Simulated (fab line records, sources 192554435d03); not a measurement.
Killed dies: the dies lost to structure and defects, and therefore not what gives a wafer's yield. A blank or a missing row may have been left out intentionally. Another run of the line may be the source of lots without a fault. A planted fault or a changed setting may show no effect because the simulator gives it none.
Which of the tools did it? | flow n5-finfet | Sampling: 13 lots, 38 wafers, 4 of 1938 route steps

## WHAT THE GAUGES READ, wafer by wafer
N5_BEOL_M15_OVL_MEAS_11.
lot  | measured     | on         | V14_OVL (nm)
L201 | day 12 01:54 | overlay-01 | 4 4 7
L199 | day 12 05:35 | overlay-01 | -6 -4
L205 | day 13 09:02 | overlay-02 | 3 0 -1
L206 | day 13 14:47 | overlay-01 | -5 -7 -8
L208 | day 14 00:50 | overlay-02 | 7 2 7
L209 | day 14 08:24 | overlay-02 | -4 -5 -3
L210 | day 14 12:23 | overlay-01 | -2 -7 -6
L213 | day 15 14:12 | overlay-01 | -2 -1 6
L216 | day 15 18:10 | overlay-01 | 1 -1 0
L218 | day 15 21:53 | overlay-02 | 0 -9 9
L220 | day 16 23:39 | overlay-01 | 0 -9 -4
L221 | day 17 01:56 | overlay-02 | -3 -6 -11
L222 | day 17 05:55 | overlay-01 | -16 -9 -5

N5_BEOL_M15_INSPECT_12: inspects for defects (macro).
lot  | measured     | on                | raw-defect-count
L201 | day 12 01:56 | defect-inspect-01 | 1 2 1
L199 | day 12 05:37 | defect-inspect-01 | 2 2
L205 | day 13 09:04 | defect-inspect-02 | 0 1 2
L206 | day 13 14:49 | defect-inspect-01 | 1 2 1
L208 | day 14 00:52 | defect-inspect-01 | 1 3 3
L209 | day 14 08:26 | defect-inspect-02 | 2 2 3
L210 | day 14 12:24 | defect-inspect-02 | 3 2 1
L213 | day 15 14:13 | defect-inspect-02 | 1 0 2
L216 | day 15 18:11 | defect-inspect-02 | 5 5 4
L218 | day 15 21:54 | defect-inspect-02 | 0 2 1
L220 | day 16 23:41 | defect-inspect-01 | 5 2 4
L221 | day 17 01:58 | defect-inspect-02 | 2 2 2
L222 | day 17 05:57 | defect-inspect-01 | 4 2 3

N5_BEOL_M15_OVL_MEAS_29.
lot  | measured     | on         | M15_OVL (nm)
L201 | day 12 03:25 | overlay-01 | -3 1 9
L199 | day 12 07:14 | overlay-02 | 4 7
L205 | day 13 10:47 | overlay-01 | 18 9 8
L206 | day 13 16:30 | overlay-02 | 12 3 6
L208 | day 14 02:44 | overlay-02 | 5 5 5
L209 | day 14 09:59 | overlay-02 | 0 -1 -3
L210 | day 14 14:12 | overlay-01 | 1 -6 3
L213 | day 15 15:50 | overlay-01 | 2 16 15
L216 | day 15 19:47 | overlay-02 | 4 4 4
L218 | day 15 23:28 | overlay-02 | -4 9 -1
L220 | day 17 01:18 | overlay-02 | 10 11 4
L221 | day 17 03:41 | overlay-01 | -1 12 5
L222 | day 17 07:28 | overlay-01 | 13 11 3

## WHICH TOOL RAN EACH LOT (tool, then ch and the chambers of the sampled wafers, then the start)
lot  | N5_BEOL_M15_COAT_60
L201 | litho-track-05 ch 0, day 12 03:07
L199 | litho-track-04 ch 0, day 12 06:49
L205 | litho-track-03 ch 0, day 13 10:22
L206 | litho-track-04 ch 0, day 13 16:04
L208 | litho-track-03 ch 0, day 14 02:19
L209 | litho-track-05 ch 0, day 14 09:34
L210 | litho-track-04 ch 0, day 14 13:46
L213 | litho-track-05 ch 0, day 15 15:25
L216 | litho-track-03 ch 0, day 15 19:22
L218 | litho-track-05 ch 0, day 15 23:10
L220 | litho-track-04 ch 0, day 17 01:00
L221 | litho-track-03 ch 0, day 17 03:23
L222 | litho-track-04 ch 0, day 17 07:10
- N5_BEOL_M15_COAT_60: time 60 s, resist thk 89 nm.

## WHAT THE TOOLS THEMSELVES READ (means of the sampled wafers that have a number; where no wafer has one, the mark that the record gives instead)
N5_BEOL_M15_COAT_60.
lot  | tool           | spin-speed-rpm (rpm)
L201 | litho-track-05 | 1499.9
L199 | litho-track-04 | 1499.7
L205 | litho-track-03 | 1499.7
L206 | litho-track-04 | 1498.9
L208 | litho-track-03 | 1499.1
L209 | litho-track-05 | 1499.3
L210 | litho-track-04 | 1500.5
L213 | litho-track-05 | 1559.8
L216 | litho-track-03 | 1500.9
L218 | litho-track-05 | 1560.7
L220 | litho-track-04 | 1500.9
L221 | litho-track-03 | 1500.6
L222 | litho-track-04 | 1499.0

## THE ANSWER, worked out from the rows above alone
Rule: the lots themselves supply what counts as usual. The widest of any qualifying gaps counts: lots, ordered by their means at a reading, are off when they make up no more than a third of the lots, leave a main group of 4 or more, and stand apart from it by 3 or more times the standard deviation of that group's means. A main group is skipped when, at the precision printed for the reading in the tables above, its means are all equal. A lot without any number at a reading at which 4 lots or more have one is off too. Where the step has rows for the other lots, those lots are counted as sound. The gauges are gone through in route order, then the tools' own readings, and for those a lot's mean is taken as printed above. The first step at which some lot is off is used, and at that step the reading that is off furthest; a lot without a number counts as furthest.
Off: L213, L218, at N5_BEOL_M15_COAT_60 (spin-speed-rpm). For the main group the mean is 1499.9 rpm and the standard deviation 0.72.
If a tool, at that step or one of the process steps before it, ran each lot that is off and ran no sound lot following the first of them, it fits. One fits: litho-track-05 at N5_BEOL_M15_COAT_60. Its last sound lot is L209 (day 14 09:34), its first lot that is off L213 (day 15 15:25): a fault that began between those two fits.
The tool's own readings at N5_BEOL_M15_COAT_60 bear it out: on the lots that are off they differ by more than 5 times the standard deviation of the sound lots' means. spin-speed-rpm reads 1560.2 rpm there against 1499.9 rpm on the sound lots.

## WHAT THE SIMULATOR HAD PUT IN
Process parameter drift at N5_BEOL_M15_COAT_60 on litho-track-05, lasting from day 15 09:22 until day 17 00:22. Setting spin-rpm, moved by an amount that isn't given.
Lots struck among those shown: L213, L218. The same result came from the rule above.
